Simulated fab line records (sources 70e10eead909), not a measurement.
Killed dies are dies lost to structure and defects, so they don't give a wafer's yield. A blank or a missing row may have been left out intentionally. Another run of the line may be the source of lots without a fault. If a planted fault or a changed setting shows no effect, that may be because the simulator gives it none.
Chamber matching / flow nand harc / NHARC_P_GATE_ETCH_32 on rie si-03 has 4 sister chambers
The step etches the open film in HBr/Cl2, target depth 150 nm, time 100.1 s. 18 wafers are shown with their chamber, then 9 later ones without.

== WAFERS, EACH WITH ITS CHAMBER ==
wafer=L074.3; chamber=3; drypump motor current A (A)=5.3; hbr flow sccm (sccm)=150.0; oes product au (a.u.)=1.008
wafer=L074.4; chamber=1; drypump motor current A (A)=6.4; hbr flow sccm (sccm)=149.9; oes product au (a.u.)=1.016
wafer=L074.5; chamber=3; drypump motor current A (A)=5.3; hbr flow sccm (sccm)=150.1; oes product au (a.u.)=0.997
wafer=L075.2; chamber=0; drypump motor current A (A)=6.2; hbr flow sccm (sccm)=150.3; oes product au (a.u.)=0.995
wafer=L075.4; chamber=2; drypump motor current A (A)=6.7; hbr flow sccm (sccm)=150.7; oes product au (a.u.)=0.995
wafer=L075.5; chamber=0; drypump motor current A (A)=6.2; hbr flow sccm (sccm)=150.5; oes product au (a.u.)=1.017
wafer=L078.1; chamber=0; drypump motor current A (A)=6.2; hbr flow sccm (sccm)=150.5; oes product au (a.u.)=1.006
wafer=L078.3; chamber=3; drypump motor current A (A)=5.2; hbr flow sccm (sccm)=150.5; oes product au (a.u.)=1.000
wafer=L078.4; chamber=2; drypump motor current A (A)=6.8; hbr flow sccm (sccm)=149.4; oes product au (a.u.)=1.000
wafer=L082.1; chamber=1; drypump motor current A (A)=6.3; hbr flow sccm (sccm)=149.4; oes product au (a.u.)=1.002
wafer=L082.2; chamber=0; drypump motor current A (A)=6.2; hbr flow sccm (sccm)=150.0; oes product au (a.u.)=1.004
wafer=L082.6; chamber=0; drypump motor current A (A)=6.2; hbr flow sccm (sccm)=150.1; oes product au (a.u.)=1.006
wafer=L087.2; chamber=3; drypump motor current A (A)=5.3; hbr flow sccm (sccm)=149.7; oes product au (a.u.)=0.978
wafer=L087.4; chamber=0; drypump motor current A (A)=6.2; hbr flow sccm (sccm)=150.5; oes product au (a.u.)=0.993
wafer=L087.5; chamber=1; drypump motor current A (A)=6.4; hbr flow sccm (sccm)=149.8; oes product au (a.u.)=1.002
wafer=L085.1; chamber=2; drypump motor current A (A)=6.7; hbr flow sccm (sccm)=149.7; oes product au (a.u.)=1.006
wafer=L085.2; chamber=1; drypump motor current A (A)=6.3; hbr flow sccm (sccm)=149.2; oes product au (a.u.)=1.007
wafer=L085.3; chamber=0; drypump motor current A (A)=6.2; hbr flow sccm (sccm)=149.5; oes product au (a.u.)=1.003

SIGNATURES, as means of the wafers listed above
reading=drypump motor current A; chamber 0=6.200; chamber 1=6.350; chamber 2=6.733; chamber 3=5.275; scatter within a chamber=0.0415
reading=hbr flow sccm; chamber 0=150.200; chamber 1=149.575; chamber 2=149.933; chamber 3=150.075; scatter within a chamber=0.414
reading=oes product au; chamber 0=1.00343; chamber 1=1.00675; chamber 2=1.00033; chamber 3=0.99575; scatter within a chamber=0.00868
Rule: for a wafer and a chamber, the distance is found by dividing, reading by reading, the gap between the wafer's reading and the chamber's mean by the reading's scatter, squaring, summing and taking the root. The wafer belongs to the nearest chamber; if the next one is less than 2 further off, it can't be placed. The scatter: take each reading less its chamber's mean, square it, sum over the shown wafers, divide by the number of wafers less the number of chambers, and take the root.

== WAFERS WHOSE CHAMBER IS MISSING ==
wafer=L089.3; drypump motor current A (A)=5.3; hbr flow sccm (sccm)=149.4; oes product au (a.u.)=0.983
wafer=L089.5; drypump motor current A (A)=6.2; hbr flow sccm (sccm)=150.4; oes product au (a.u.)=0.996
wafer=L089.6; drypump motor current A (A)=6.4; hbr flow sccm (sccm)=148.7; oes product au (a.u.)=1.004
wafer=L090.1; drypump motor current A (A)=5.3; hbr flow sccm (sccm)=150.2; oes product au (a.u.)=0.991
wafer=L090.4; drypump motor current A (A)=6.2; hbr flow sccm (sccm)=149.2; oes product au (a.u.)=1.002
wafer=L090.5; drypump motor current A (A)=6.2; hbr flow sccm (sccm)=150.1; oes product au (a.u.)=0.997
wafer=L094.1; drypump motor current A (A)=5.3; hbr flow sccm (sccm)=150.0; oes product au (a.u.)=0.996
wafer=L094.3; drypump motor current A (A)=6.7; hbr flow sccm (sccm)=149.3; oes product au (a.u.)=1.022
wafer=L094.6; drypump motor current A (A)=6.3; hbr flow sccm (sccm)=150.1; oes product au (a.u.)=1.007

== WHICH CHAMBER EACH WENT THROUGH ==
wafer=L089.3; from the rows above=3; in truth=3
wafer=L089.5; from the rows above=0; in truth=0
wafer=L089.6; from the rows above=1; in truth=1
wafer=L090.1; from the rows above=3; in truth=3
wafer=L090.4; from the rows above=can't be placed: 0 or 1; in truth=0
wafer=L090.5; from the rows above=0; in truth=0
wafer=L094.1; from the rows above=3; in truth=3
wafer=L094.3; from the rows above=2; in truth=2
wafer=L094.6; from the rows above=can't be placed: 1 or 0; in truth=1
Correct placement for 7 of the 9. Can't be placed from these rows: 2 (the true chamber is among the candidates in 2). 0 placed wrongly.
